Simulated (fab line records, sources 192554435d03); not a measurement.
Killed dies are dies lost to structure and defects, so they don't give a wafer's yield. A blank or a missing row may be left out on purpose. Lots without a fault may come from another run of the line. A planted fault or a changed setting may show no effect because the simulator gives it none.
Which tool did it? | flow n5_finfet | 11 lots, 33 wafers sampled, at 2 steps of a route of 1938

WHAT THE GAUGES READ, wafer by wafer
N5_BEOL_M9_OVL_MEAS_12.
lot  | measured     | on         | M9_OVL (nm)
L075 | day 11 00:19 | overlay-01 | -0.6 -1.1 0.1
L077 | day 11 07:53 | overlay-01 | 0.2 -0.2 0.2
L080 | day 11 18:55 | overlay-01 | 0.0 0.1 -1.0
L079 | day 12 15:59 | overlay-02 | 0.2 0.0 -0.1
L083 | day 13 02:17 | overlay-02 | -1.0 -1.2 -1.3
L087 | day 13 12:03 | overlay-01 | -1.7 -0.6 -0.6
L088 | day 14 02:09 | overlay-02 | -0.3 -0.4 -0.9
L086 | day 14 10:32 | overlay-01 | 1.0 -0.6 -0.5
L095 | day 15 13:18 | overlay-02 | 0.9 1.0 0.6
L093 | day 15 13:42 | overlay-01 | 0.0 -0.3 -0.5
L096 | day 16 18:05 | overlay-01 | 1.0 0.2 0.9

WHICH TOOL RAN EACH LOT (tool, then ch and the chambers of the sampled wafers, then the start)
lot  | N5_BEOL_M9_ILD_DEP_00
L075 | pecvd-02 ch 0,1,2, day 10 22:28
L077 | pecvd-04 ch 0,1,2, day 11 06:05
L080 | pecvd-03 ch 0,1,2, day 11 17:05
L079 | pecvd-04 ch 0,1, day 12 13:34
L083 | pecvd-02 ch 0,1,2, day 12 23:33
L087 | pecvd-04 ch 0,2, day 13 10:22
L088 | pecvd-03 ch 0,2, day 14 00:39
L086 | pecvd-04 ch 0,2, day 14 08:04
L095 | pecvd-04 ch 1,2, day 15 10:07
L093 | pecvd-02 ch 0,2, day 15 11:13
L096 | pecvd-02 ch 0,1,2, day 16 15:45
- N5_BEOL_M9_ILD_DEP_00: deposits SiCOH lowk from DEMS/porogen, target thk 308.51 nm, time 58 s.

THE ANSWER, worked out from the rows above alone
Rule: what is usual is taken from the lots themselves. Put in order of their means at a reading, lots are off if they are a third of the lots or fewer, leave a main group of 4 or more, and stand apart from it by a gap of 3 or more times the standard deviation of the main group's means; of several such gaps the widest counts. A main group whose means are all the same, to the digits that the tables above print for the reading, isn't used. A lot without any number at a reading at which 4 lots or more have one is off too. The other lots that the step has rows for count as sound.
No lot is off at any reading shown: from this, nothing can be told.

WHAT THE SIMULATOR HAD PUT IN
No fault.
